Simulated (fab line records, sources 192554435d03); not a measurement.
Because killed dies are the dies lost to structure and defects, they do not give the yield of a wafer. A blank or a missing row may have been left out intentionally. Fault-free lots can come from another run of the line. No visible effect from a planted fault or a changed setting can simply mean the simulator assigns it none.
Struck lot and sound lot, side by side :: flow n5 finfet :: 16 steps out of a route of 1938
Sound: the wafers L938.1, L938.3, L938.4. Wafers L945.3, L945.5 were the ones struck. The cause is named last.
Per side, at each step with rows, come the tool, then ch with its chambers, and then its first start. Under that, the readings that differ: sound wafers :: struck wafers :: difference of the means :: sigmas: that difference in standard deviations of wafers without a fault.
alike: same words and numbers on both sides, and readings whose means sit less than 2 such deviations apart. not compared: any withheld reading, any reading some wafer has no value for, any bound like >300 that may hide the same value, and any number with overlapping values for which the record gives no deviation.
A row with sigmas, a row that says differs or no value, or rows on one side alone: a step with any of these is where the two part. Non-overlapping numbers with no deviation appear without sigmas and do not part them. Lack of a reading on every wafer of one side parts them only where that side has two or more wafers.

first, 1 step without rows for these wafers: N5_GATE_CUT_STRIP_42 (strips in O2).
N5_GATE_CUT_ETCH_19: etches SiNx in CH3F/O2, target depth 53.7 nm, time 76.7 s.
  sound on rie diel-03 ch 1,2,3, day 5 13:19; struck on rie diel-03 ch 0, day 7 13:07
reading: rf vpp V (V)
sound: 301 294 300
struck: 291 290
difference: -8
sigmas: -2
  alike: O2_flow_sccm, drypump motor current A, etch rf on time s, oes product au, showerhead plenum p Torr, throttle valve pct
  not compared: rf hours counter h
then, 1 step without rows for these wafers: N5_GATE_CUT_CUT_ETCH_53 (etches W in SF6/Cl2, target depth 79.2 nm).
N5_GATE_CUT_CUT_ETCH_54: etches TiN in Cl2/BCl3, target depth 96.7 nm.
  sound on rie metal-01 ch 0,1, day 5 13:29; struck on rie metal-02 ch 0, day 7 13:18
  alike: drypump motor current A, etch rf on time s, oes product au, throttle valve pct
  not compared: rf hours counter h
N5_GATE_CUT_CUT_ETCH_55: etches HfO2 in BCl3, target depth 3.2 nm.
  sound on rie metal-01 ch 0,1, day 5 13:32; struck on rie metal-02 ch 0, day 7 13:21
  alike: drypump motor current A, oes product au, throttle valve pct
  not compared: rf hours counter h
then, 1 step without rows for these wafers: N5_GATE_CUT_ETCH_47 (etches SiO2 in Cl2/BCl3, target depth 10 nm).
N5_GATE_CUT_VAPOR_ETCH_48: etches TiN in BCl3/Cl2.
  sound on rie metal-01 ch 0,1, day 5 13:36; struck on rie metal-02 ch 0, day 7 13:25
  alike: drypump motor current A, oes product au
N5_GATE_CUT_VAPOR_ETCH_49: etches TiAlC in BCl3/Cl2.
  sound on rie metal-01 ch 0,1, day 5 13:38; struck on rie metal-02 ch 0, day 7 13:26
  alike: drypump motor current A, oes product au
then, 4 steps without rows for these wafers: N5_GATE_CUT_VAPOR_ETCH_51 (etches HfO2 in BCl3/Cl2); N5_GATE_CUT_STRIP_21 (strips in N2/H2, time 30 s); N5_GATE_CUT_STRIP_29 (strips in post etch residue remover, time 60 s); N5_GATE_CUT_SRD_52 (time 30 s).
N5_GATE_CUT_ALD_22: deposits SiNx, target thk 16 nm, pulse time 1 s, ald cycles 320.
  sound on ald sin-03 ch 0,2,3, day 5 13:52; struck on ald sin-01 ch 1,3, day 7 14:49
reading: ald cycles
sound: 320 320 320
struck: 505 505
difference: +185
sigmas: 

reading: model.SiNx_of_GATE_CUT_ALD_22.thk nm (nm)
sound: 16 16 16
struck: 25.2 25.2
difference: +9.2
sigmas: 
  alike: heater power w, precursor pulse height rel
N5_GATE_CUT_CMP_23: polishes, stops on SiO2, t overpolish 23.4 s, target thk 16 nm.
  sound on cmp-01 ch 0,1,3, day 5 15:21; struck on cmp-04 ch 2,3, day 7 16:21
reading: time to endpoint s (s)
sound: 17.5 17.3 16.8
struck: 28.8 31.8
difference: +13.1
sigmas: +8
  alike: motor current A, slurry flow ml min
  not compared: model.SiNx_of_GATE_CUT_ALD_22.thk nm
N5_GATE_CUT_THK_MEAS_24:
  sound on film metro-02, day 5 15:38; struck on film metro-01, day 7 16:37
  alike: GC_FILL_THK
-- here the record skips 4 days between the struck wafers' starts before and after, leaving off in module GATE_CUT and picking up in module BEOL_M4 (first step shown: number 1111 of the route) --
N5_BEOL_M4_RC_MEAS_101:
  sound on prober-01 ch 0, day 9 21:03; struck on prober-01 ch 0, day 12 02:35
  alike: DIBL_N, DIBL_P, IOFF_N, IOFF_P, ION_N, ION_P, SS_N, SS_P, VT_N, VT_P

== WHERE THEY PART ==
At N5_GATE_CUT_ETCH_19 first; at N5_GATE_CUT_CMP_23 last (within this record only). Later steps at which nothing parts them and some readings are alike: N5_GATE_CUT_THK_MEAS_24, N5_BEOL_M4_RC_MEAS_101.

WHY: what the simulator had put in
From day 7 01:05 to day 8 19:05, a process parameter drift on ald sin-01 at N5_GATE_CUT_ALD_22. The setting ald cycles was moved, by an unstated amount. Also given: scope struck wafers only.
